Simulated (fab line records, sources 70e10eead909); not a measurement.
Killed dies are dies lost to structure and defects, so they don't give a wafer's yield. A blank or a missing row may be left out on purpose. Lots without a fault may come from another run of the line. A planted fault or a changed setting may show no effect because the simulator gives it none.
Chamber matching | flow nand_harc | NHARC_A_STAIRCASE_STRIP_476 on rie_diel-05: 4 sister chambers
The step strips in O2, time 20 s. 16 wafers are shown with their chamber, then 8 later ones without.

WAFERS WITH THEIR CHAMBER
wafer  | chamber | showerhead_plenum_p_Torr (Torr) | drypump_motor_current_A (A) | oes_product_au (a.u.)
L074.3 | 0       | 3.33                            | 5.73                        | 1.002
L074.4 | 2       | 3.50                            | 5.34                        | 1.001
L074.5 | 2       | 3.50                            | 5.34                        | 0.999
L079.1 | 2       | 3.50                            | 5.35                        | 1.009
L079.4 | 1       | 3.36                            | 5.76                        | 0.986
L079.5 | 2       | 3.50                            | 5.36                        | 1.006
L081.2 | 1       | 3.35                            | 5.74                        | 0.982
L081.4 | 3       | 3.78                            | 5.78                        | 1.009
L081.6 | 3       | 3.78                            | 5.79                        | 1.003
L084.1 | 2       | 3.49                            | 5.35                        | 0.994
L084.3 | 3       | 3.77                            | 5.80                        | 0.998
L084.4 | 1       | 3.35                            | 5.74                        | 0.973
L083.3 | 1       | 3.35                            | 5.72                        | 0.986
L083.4 | 0       | 3.32                            | 5.70                        | 0.996
L083.5 | 1       | 3.35                            | 5.74                        | 0.984
L089.3 | 3       | 3.77                            | 5.81                        | 1.003

SIGNATURES (means of the wafers above)
reading                  | chamber 0 | chamber 1 | chamber 2 | chamber 3 | scatter within a chamber
showerhead_plenum_p_Torr | 3.3250    | 3.3520    | 3.4980    | 3.7750    | 0.00508
drypump_motor_current_A  | 5.7150    | 5.7400    | 5.3480    | 5.7950    | 0.013
oes_product_au           | 0.99900   | 0.98220   | 1.00180   | 1.00325   | 0.00528
Rule: a wafer's distance from a chamber is the root of the sum, over the readings, of the square of ((its reading less the chamber's mean) divided by the reading's scatter). The wafer belongs to the nearest chamber; if the next one is less than 2 further off, it can't be placed. The scatter: the root of (the sum of the squares of (reading less its chamber's mean) over the shown wafers, divided by (wafers less chambers)).

WAFERS WITHOUT THEIR CHAMBER
wafer  | showerhead_plenum_p_Torr (Torr) | drypump_motor_current_A (A) | oes_product_au (a.u.)
L089.5 | 3.31                            | 5.73                        | 0.998
L089.6 | 3.35                            | 5.73                        | 0.996
L090.1 | 3.31                            | 5.70                        | 1.001
L090.4 | 3.77                            | 5.79                        | 1.002
L090.5 | 3.35                            | 5.73                        | 0.990
L096.2 | 3.30                            | 5.72                        | 1.000
L096.4 | 3.48                            | 5.36                        | 0.991
L096.5 | 3.30                            | 5.72                        | 1.003

WHICH CHAMBER EACH WENT THROUGH
wafer  | from the rows above | in truth
L089.5 | 0                   | 0
L089.6 | 1                   | 1
L090.1 | 0                   | 0
L090.4 | 3                   | 3
L090.5 | 1                   | 1
L096.2 | 0                   | 0
L096.4 | 2                   | 2
L096.5 | 0                   | 0
Placed correctly: 8 of 8. Can't be placed from these rows: 0. Placed wrongly: 0.
